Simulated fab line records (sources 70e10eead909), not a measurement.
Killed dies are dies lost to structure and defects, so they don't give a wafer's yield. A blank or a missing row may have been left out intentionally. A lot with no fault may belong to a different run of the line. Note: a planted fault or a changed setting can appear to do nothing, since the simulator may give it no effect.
fab line records ; flow nand-harc
record lots=12; wafers=36; last-day=33
route steps=1302 shown P_ZERO_WELL@31 P_STI@88 END@1302
lots untouched by any fault: they come from a run of this same line in which no faults occurred
start-h: hours from the record's first day to the start of the lot's first wafer shown ; wait-h: hours from the lot's prior step to this one ; " same as the row above ; L1.1+2: a single row standing in for several wafers ; - no value, or no start was given ; * or withheld: withheld ; < > ~ a bound
route shown NAME@n: names a module that has steps shown in the file, with the first one's number in the route ; usual: mean/standard deviation taken from wafers without a fault ; same: alike in all rows ; chamber/n: place in a boat ; sites: each site's reading ; _std_site: standard deviation of those values ; _edge_site: mean of outer sites minus mean of inner sites ; radius-mm: for every site, how far away it sits from the centre of the wafer ; mask NAME#n: copy n ; behind: tool/chamber where the wafer was last shaped ; hold: why the lot went on hold/how many hours it stayed there/how the hold came to an end ; device: whichever transistor did not switch (one of n, p or np) ; end of line: the tests these same wafers got at the end of their route ; where a step has no rows: the recipe by itself ; killed: dies that structure and defects cost at the first sort, which is not the same as the wafer's yield ; map: a wafer's dies, marking killed ones x, the rest . and places with no die _
set.NAME: the setting the step ran with; set.NAME@STEP: the setting that earlier step ran with ; model.NAME: the simulator's own value behind a step, which no gauge read
route steps across a sampled set of lots; one table per step, one row per wafer
services: a tool's chamber out of use, with start hour (start-h, from the record's first day; less than 0 if before it), hours out, and reason
## steps
# step NHARC_P_ZERO_WELL_DESCUM_26
# recipe time-s=3; o2-flow-sccm=200; ar-flow-sccm=0; bias-power-w=0; chemistry=O2
# usual drypump-motor-current-A=5.7/0.57; o2-flow-sccm=199.9/0.53; oes-product-au=0.999/0.01; rf-vpp-V=57.6/0.93; showerhead-plenum-p-Torr=1.88/0.082; throttle-valve-pct=11.310/0.0093
lot.wafer;tool;chamber;start-h;wait-h;drypump-motor-current-A;o2-flow-sccm;oes-product-au;rf-hours-counter-h;rf-vpp-V;showerhead-plenum-p-Torr;throttle-valve-pct
L488.2;rie-diel-13;3;33.24;-;5.3;199.5;0.978;10;57.8;1.79;11.312
L488.4;rie-diel-13;0;33.24;-;6.5;199.6;1.003;9;57.8;1.91;11.307
L488.3;rie-diel-13;1;33.24;-;4.8;199.6;0.996;10;58.2;1.90;11.310
L489.1;rie-diel-11;0;42.86;-;6.0;200.1;0.987;46;57.5;1.76;11.323
L489.2;rie-diel-11;2;42.86;-;5.3;199.2;1.017;44;57.2;1.88;11.310
L489.5;rie-diel-11;0;42.86;-;6.0;199.4;0.994;-;56.7;1.76;11.288
L491.3;rie-diel-11;0;62.70;-;6.0;200.4;0.986;50;57.4;1.76;11.309
L491.2;rie-diel-11;1;62.70;-;6.3;200.5;0.998;48;57.2;1.93;11.297
L491.6;rie-diel-11;0;62.70;-;6.0;200.1;0.980;-;56.5;1.76;11.304
L492.1;rie-diel-13;3;72.62;-;5.2;200.1;0.988;18;58.2;1.79;11.306
L492.2;rie-diel-13;2;72.62;-;5.6;200.3;1.006;23;57.6;1.88;11.303
L492.5;rie-diel-13;3;72.62;-;5.2;198.9;0.979;-;56.5;1.79;11.308
L493.3;rie-diel-13;0;85.63;-;6.5;199.8;1.009;28;57.4;1.90;11.305
L493.5;rie-diel-13;1;85.63;-;4.8;200.6;0.999;-;56.9;1.90;11.307
L493.6;rie-diel-13;2;85.63;-;5.6;200.2;0.996;-;57.3;1.87;11.310
L499.2;rie-diel-13;3;142.74;-;5.2;200.1;0.988;45;57.4;1.78;11.282
L499.3;rie-diel-13;0;142.74;-;6.5;199.5;0.996;47;57.4;1.90;11.310
L499.6;rie-diel-13;2;142.74;-;5.6;200.3;0.998;-;57.3;1.87;11.313
L500.1;rie-diel-13;2;152.81;-;5.6;199.4;1.007;49;56.9;1.87;11.317
L500.5;rie-diel-13;3;152.81;-;5.2;199.4;1.003;-;57.6;1.78;11.297
L500.6;rie-diel-13;0;152.81;-;6.5;199.6;1.016;-;56.8;1.90;11.308
L501.6;rie-diel-11;2;162.85;-;5.3;200.1;1.015;-;57.1;1.87;11.312
L501.5;rie-diel-11;0;162.85;-;6.0;199.3;1.010;-;57.1;2.07;11.307
L501.4;rie-diel-11;1;162.85;-;6.3;200.2;1.006;-;57.4;1.92;11.312
L503.3;rie-diel-11;2;182.73;-;5.3;199.4;1.004;36;58.2;1.87;11.320
L503.2;rie-diel-11;1;182.73;-;6.3;199.8;0.996;35;57.6;1.92;11.298
L503.6;rie-diel-11;2;182.73;-;5.3;199.4;1.001;-;57.8;1.87;11.303
L508.1;rie-diel-11;1;232.75;-;6.3;201.0;0.997;51;57.8;1.91;11.292
L508.4;rie-diel-11;3;232.75;-;6.2;199.1;1.006;46;57.3;1.76;11.321
L508.5;rie-diel-11;2;232.75;-;5.3;199.8;1.004;-;57.1;1.86;11.315
L509.4;rie-diel-11;3;242.63;-;6.2;199.7;1.009;50;57.9;1.76;11.296
L509.1;rie-diel-11;0;242.63;-;6.0;200.1;1.013;53;58.6;2.06;11.316
L509.3;rie-diel-11;1;242.63;-;6.3;199.4;1.003;54;55.8;1.91;11.303
L510.2;rie-diel-13;1;252.73;-;4.8;199.6;0.995;33;57.1;1.88;11.307
L510.4;rie-diel-13;2;252.73;-;5.6;200.0;0.980;32;57.4;1.86;11.314
L510.5;rie-diel-13;0;252.73;-;6.5;199.6;1.008;-;57.5;1.89;11.324
# step NHARC_P_ZERO_WELL_CD_MEAS_52
# recipe target-cd-nm=2000; landing-energy-ev=500
# usual cd-nm=2000.0/2.1
lot.wafer;tool;chamber;start-h;wait-h;cd-nm
L488.2;cd-sem-02;0;36.10;-;1998.5
L488.3;cd-sem-02;0;36.10;-;1999.2
L488.4;cd-sem-02;0;36.10;-;1999.0
L489.1;cd-sem-03;0;45.85;-;1998.8
L489.2;cd-sem-03;0;45.85;-;1998.9
L489.5;cd-sem-03;0;45.85;-;1997.0
L491.2;cd-sem-01;0;65.84;-;1998.9
L491.3;cd-sem-01;0;65.84;-;2000.5
L491.6;cd-sem-01;0;65.84;-;2000.6
L492.1;cd-sem-01;0;75.78;-;2005.1
L492.2;cd-sem-01;0;75.78;-;2000.7
L492.5;cd-sem-01;0;75.78;-;2004.0
L493.3;cd-sem-01;0;88.79;-;2002.7
L493.5;cd-sem-01;0;88.79;-;1998.9
L493.6;cd-sem-01;0;88.79;-;2001.2
L499.2;cd-sem-03;0;145.87;-;2001.6
L499.3;cd-sem-03;0;145.87;-;1998.9
L499.6;cd-sem-03;0;145.87;-;1996.7
L500.1;cd-sem-03;0;157.44;-;2002.8
L500.5;cd-sem-03;0;157.44;-;2002.9
L500.6;cd-sem-03;0;157.44;-;2001.4
L501.4;cd-sem-02;0;165.83;-;1998.0
L501.5;cd-sem-02;0;165.83;-;1997.5
L501.6;cd-sem-02;0;165.83;-;1998.8
L503.2;cd-sem-02;0;185.74;-;2000.2
L503.3;cd-sem-02;0;185.74;-;1999.0
L503.6;cd-sem-02;0;185.74;-;1998.0
L508.1;cd-sem-01;0;235.73;-;1999.8
L508.4;cd-sem-01;0;235.73;-;1997.9
L508.5;cd-sem-01;0;235.73;-;1998.7
L509.1;cd-sem-01;0;245.74;-;2000.7
L509.3;cd-sem-01;0;245.74;-;2000.9
L509.4;cd-sem-01;0;245.74;-;1996.9
L510.2;cd-sem-03;0;255.85;-;1998.3
L510.4;cd-sem-03;0;255.85;-;1996.1
L510.5;cd-sem-03;0;255.85;-;1997.0
# step NHARC_P_STI_ETCH_42
# recipe target-depth-a=800; overetch-a=240; time-s=61; ion-energy-ev=200; n2-flow-sccm=150; h2-flow-sccm=150; ar-flow-sccm=0; rf-w=400; bias-w=150; chemistry=N2/H2
# usual bias-w=149.9/0.43; chamber-pressure-mTorr=29.999/0.028; drypump-motor-current-A=5.8/0.53; oes-product-au=0.997/0.0096; rf-vpp-V=430.8/2.6; showerhead-plenum-p-Torr=2.05/0.089; throttle-valve-pct=14.172/0.0086
lot.wafer;tool;chamber;start-h;wait-h;bias-w;chamber-pressure-mTorr;drypump-motor-current-A;oes-product-au;rf-hours-counter-h;rf-vpp-V;showerhead-plenum-p-Torr;throttle-valve-pct
L488.2;rie-diel-07;2;54.54;0.1;149.2;29.953;6.3;0.992;9;428.8;2.00;14.173
L488.3;rie-diel-07;3;54.54;0.1;150.1;30.008;5.2;1.007;9;429.1;2.00;14.174
L488.4;rie-diel-07;1;54.54;0.1;149.5;29.976;6.4;0.988;-;432.4;2.08;14.177
L489.2;rie-diel-01;0;64.85;0.1;150.3;30.030;5.5;1.010;2;426.6;1.93;14.175
L489.1;rie-diel-01;2;64.85;0.1;150.2;30.013;5.4;1.016;2;429.1;2.03;14.171
L489.5;rie-diel-01;3;64.85;0.1;149.8;30.004;6.4;0.998;-;433.6;2.13;14.160
L491.2;rie-diel-06;2;85.02;0.1;150.3;30.015;5.7;1.010;6;431.4;2.07;14.176
L491.3;rie-diel-06;3;85.02;0.1;150.4;30.007;5.8;1.003;6;436.3;2.21;14.161
L491.6;rie-diel-06;1;85.02;0.1;150.3;30.002;4.9;0.996;-;426.9;1.95;14.169
L492.2;rie-diel-01;0;92.91;0.1;149.6;29.999;5.5;0.997;3;427.8;1.93;14.156
L492.1;rie-diel-01;1;92.91;0.1;149.9;30.027;6.5;0.978;2;433.5;2.10;14.173
L492.5;rie-diel-01;0;92.91;0.1;150.4;29.999;5.5;0.989;-;426.9;1.93;14.166
L493.3;rie-diel-07;3;106.55;0.1;149.7;29.945;5.2;1.002;15;428.6;1.99;14.172
L493.6;rie-diel-07;2;106.55;0.1;149.2;30.018;6.3;0.992;-;428.9;2.00;14.168
L493.5;rie-diel-07;3;106.55;0.1;149.0;29.943;5.2;1.005;-;428.6;1.99;14.181
L499.3;rie-diel-01;1;164.62;0.1;150.5;30.073;6.5;0.997;6;431.6;2.10;14.186
L499.2;rie-diel-01;0;164.62;0.1;150.0;30.049;5.5;0.987;6;429.0;1.93;14.181
L499.6;rie-diel-01;2;164.62;0.1;150.4;29.991;5.4;0.995;-;430.5;2.03;14.165
L500.1;rie-diel-07;3;175.47;0.1;150.0;30.007;5.2;1.011;4;429.1;1.99;14.172
L500.6;rie-diel-07;2;175.47;0.1;149.9;29.993;6.3;0.991;-;428.6;1.99;14.170
L500.5;rie-diel-07;3;175.47;0.1;149.8;29.948;5.2;1.011;-;429.4;1.99;14.172
L501.6;rie-diel-06;2;183.35;0.1;149.7;29.987;5.7;1.007;-;431.3;2.07;14.168
L501.4;rie-diel-06;0;183.35;0.1;149.9;29.961;6.0;0.989;-;434.2;2.19;14.163
L501.5;rie-diel-06;1;183.35;0.1;149.3;29.960;5.0;1.011;-;427.9;1.94;14.169
L503.2;rie-diel-07;2;203.07;0.1;150.2;30.010;6.4;0.989;8;429.1;1.99;14.178
L503.3;rie-diel-07;3;203.07;0.1;150.0;29.991;5.2;1.009;6;428.7;1.99;14.179
L503.6;rie-diel-07;2;203.07;0.1;150.0;30.035;6.4;0.980;-;430.2;1.99;14.176
L508.4;rie-diel-06;3;256.40;0.1;-;-;-;-;-;-;-;-
L508.1;rie-diel-06;0;256.40;0.1;-;-;-;-;-;-;-;-
L508.5;rie-diel-06;3;256.40;0.1;-;-;-;-;-;-;-;-
L509.1;rie-diel-07;3;263.58;0.1;-;-;-;-;-;-;-;-
L509.3;rie-diel-07;0;263.58;0.1;-;-;-;-;-;-;-;-
L509.4;rie-diel-07;3;263.58;0.1;-;-;-;-;-;-;-;-
L510.4;rie-diel-01;2;274.64;0.1;150.1;29.967;5.3;0.997;3;430.4;2.02;14.161
L510.2;rie-diel-01;0;274.64;0.1;150.1;29.991;5.6;0.999;3;428.1;1.93;14.166
L510.5;rie-diel-01;1;274.64;0.1;149.7;29.975;6.5;1.004;-;431.5;2.10;14.154
# step NHARC_P_STI_OCD_MEAS_17
# usual trench-foot-cd-nm=157.1/1.8
lot.wafer;tool;chamber;start-h;wait-h;trench-foot-cd-nm
L488.2;ocd-02;-;55.00;0.1;157.9
L488.3;ocd-02;-;55.00;0.1;158.7
L488.4;ocd-02;-;55.00;0.1;158.9
L489.1;ocd-02;-;65.28;0.1;158.7
L489.2;ocd-02;-;65.28;0.1;155.9
L489.5;ocd-02;-;65.28;0.1;156.6
L491.2;ocd-01;-;85.45;0.1;157.1
L491.3;ocd-01;-;85.45;0.1;157.8
L491.6;ocd-01;-;85.45;0.1;160.2
L492.1;ocd-01;-;93.35;0.1;158.0
L492.2;ocd-01;-;93.35;0.1;157.4
L492.5;ocd-01;-;93.35;0.1;156.8
L493.3;ocd-01;-;107.01;0.1;157.5
L493.5;ocd-01;-;107.01;0.1;161.3
L493.6;ocd-01;-;107.01;0.1;155.1
L499.2;ocd-01;-;165.07;0.1;156.6
L499.3;ocd-01;-;165.07;0.1;157.7
L499.6;ocd-01;-;165.07;0.1;156.3
L500.1;ocd-02;-;175.90;0.1;157.6
L500.5;ocd-02;-;175.90;0.1;159.7
L500.6;ocd-02;-;175.90;0.1;159.1
L501.4;ocd-01;-;183.80;0.1;153.9
L501.5;ocd-01;-;183.80;0.1;156.1
L501.6;ocd-01;-;183.80;0.1;155.6
L503.2;ocd-01;-;203.50;0.1;160.9
L503.3;ocd-01;-;203.50;0.1;158.8
L503.6;ocd-01;-;203.50;0.1;158.7
L508.1;ocd-02;-;256.85;0.1;158.9
L508.4;ocd-02;-;256.85;0.1;158.0
L508.5;ocd-02;-;256.85;0.1;157.0
L509.1;ocd-01;-;264.04;0.1;156.2
L509.3;ocd-01;-;264.04;0.1;158.4
L509.4;ocd-01;-;264.04;0.1;155.5
L510.2;ocd-01;-;275.07;0.1;156.1
L510.4;ocd-01;-;275.07;0.1;158.4
L510.5;ocd-01;-;275.07;0.1;156.4
# step NHARC_END_SORT_01
# recipe temp-c=25
# usual killed-at-array=55/20; killed-at-other=0.7/0.96; killed-at-periphery=4.1/2.4; killed-dies=60/20; killed-open=3.3/1.9; killed-short=2.8/1.6
# same gross-dies=677
lot.wafer;tool;chamber;start-h;wait-h;killed-at-array;killed-at-other;killed-at-periphery;killed-dies;killed-open;killed-short
L509.1;prober-01;0;782.71;2.5;80;1;596;677;5;3
L509.3;prober-01;0;784.32;3.1;80;0;597;677;3;2
L509.4;prober-01;0;785.12;3.4;79;0;598;677;3;0
L508.1;prober-02;0;782.76;2.5;45;0;632;677;6;2
L508.4;prober-02;0;785.17;3.4;47;0;630;677;3;3
L508.5;prober-02;0;785.98;3.7;44;0;633;677;2;3
# killed by level:class
L509.1 P_STI:area-etch=594 A_SLIT:chamber-film-flake=35 A_CHANNEL_HOLE_D2:chamber-film-flake=26 A_CONTACT:chamber-film-flake=3 A_M1:chamber-film-flake=3 A_CHANNEL_FILL_D2:geometric-particle:short=2 A_WL_FILL:chamber-film-flake=2 P_CONTACT:geometric-particle:open=1
L508.1 P_STI:area-etch=627 A_CHANNEL_HOLE_D1:chamber-film-flake=19 A_CONTACT:chamber-film-flake=9 A_SLIT:chamber-film-flake=6 P_ZERO_WELL:chamber-film-flake=4 A_WL_FILL:geometric-particle:open=2 A_CHANNEL_FILL_D2:chamber-film-flake=2 A_STAIRCASE:chamber-film-flake=2
L509.3 P_STI:area-etch=594 A_CHANNEL_HOLE_D2:chamber-film-flake=32 A_SLIT:chamber-film-flake=26 A_CONTACT:chamber-film-flake=9 A_CHANNEL_HOLE_D1:chamber-film-flake=3 P_ZERO_WELL:chamber-film-flake=2 A_CHANNEL_FILL_D1:chamber-film-flake=2 A_STAIRCASE:chamber-film-flake=2
L509.4 P_STI:area-etch=595 A_SLIT:chamber-film-flake=33 A_CHANNEL_HOLE_D2:chamber-film-flake=27 A_CONTACT:chamber-film-flake=10 A_STAIRCASE:chamber-film-flake=3 A_CHANNEL_FILL_D2:chamber-film-flake=2 A_ONON_D2:geometric-particle:open=1 A_WL_FILL:geometric-particle:open=1
L508.4 P_STI:area-etch=628 A_CHANNEL_HOLE_D1:chamber-film-flake=16 A_SLIT:chamber-film-flake=10 A_CHANNEL_FILL_D2:chamber-film-flake=7 A_STAIRCASE:chamber-film-flake=3 A_CONTACT:chamber-film-flake=3 P_M0:geometric-particle:open=1 A_CHANNEL_FILL_D1:geometric-particle:short=1
L508.5 P_STI:area-etch=631 A_CHANNEL_HOLE_D1:chamber-film-flake=15 A_SLIT:chamber-film-flake=14 A_CONTACT:chamber-film-flake=6 A_CHANNEL_FILL_D1:geometric-particle:short=2 P_ZERO_WELL:chamber-film-flake=2 A_CHANNEL_FILL_D2:chamber-film-flake=2 A_STAIRCASE:chamber-film-flake=2
## services
tool;chamber;start-h;hours;kind
rie-diel-13;1;22.39;2.7;repair
rie-diel-01;-;26.80;9.0;pm
rie-diel-07;1;28.62;9.0;repair
rie-diel-13;3;36.98;9.2;repair
rie-diel-11;-;37.62;0.5;repair
rie-diel-13;2;39.87;6.4;repair
rie-diel-07;0;43.22;132.0;repair
rie-diel-07;2;48.52;5.4;repair
rie-diel-01;1;54.10;3.7;repair
rie-diel-01;3;58.89;5.8;repair
rie-diel-11;-;78.59;9.0;pm
rie-diel-13;2;101.01;4.0;repair
rie-diel-11;1;103.05;3.1;repair
rie-diel-07;-;118.23;9.0;pm
rie-diel-07;3;131.52;6.8;repair
rie-diel-11;0;143.70;8.3;repair
rie-diel-11;3;159.50;6.7;repair
rie-diel-13;-;165.23;9.0;pm
rie-diel-07;1;191.67;3.2;repair
rie-diel-07;-;211.41;0.9;repair
rie-diel-13;-;251.21;0.7;repair
rie-diel-11;-;255.59;9.0;pm
rie-diel-07;1;257.86;26.7;repair
rie-diel-11;3;270.66;5.1;repair
## key
first-sign step=NHARC_P_STI_ETCH_42; reading=tool-record; direction=missing
effect step=NHARC_END_SORT_01; reading=killed-at-periphery; direction=up; sigmas=99+; usual=4.1; struck=614.3
more-kills-born-at NHARC_P_STI_ETCH_42@rie-diel-06=1886; NHARC_P_STI_ETCH_42@rie-diel-07=1783
met-at NHARC_P_STI_ETCH_42
struck-lots L508,L509
later-rows-left-out L508.1,L508.4,L508.5,L509.1,L509.3,L509.4
tester-left-out L508,L509
not-acting-at NHARC_P_ZERO_WELL_DESCUM_26,NHARC_P_ZERO_WELL_CD_MEAS_52,NHARC_P_STI_OCD_MEAS_17
onset-between 203.07 256.40
fault kind=skipped-step-whole; tool=rie-diel-06,rie-diel-07; chamber=-; onset-h=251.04; steps=NHARC_P_STI_ETCH_42; scope=struck-lots-only
# tester-left-out: of these lots the tester's yield and bins aren't shown, on N5 and GAA mostly nor the transistor test; their killed dies are dies lost to structure and defects alone, not to doping, threshold or leakage, so they don't give the yield
# later-rows-left-out: the simulator's readings of these wafers behind a module that went badly wrong aren't trusted and aren't shown, but for the sort
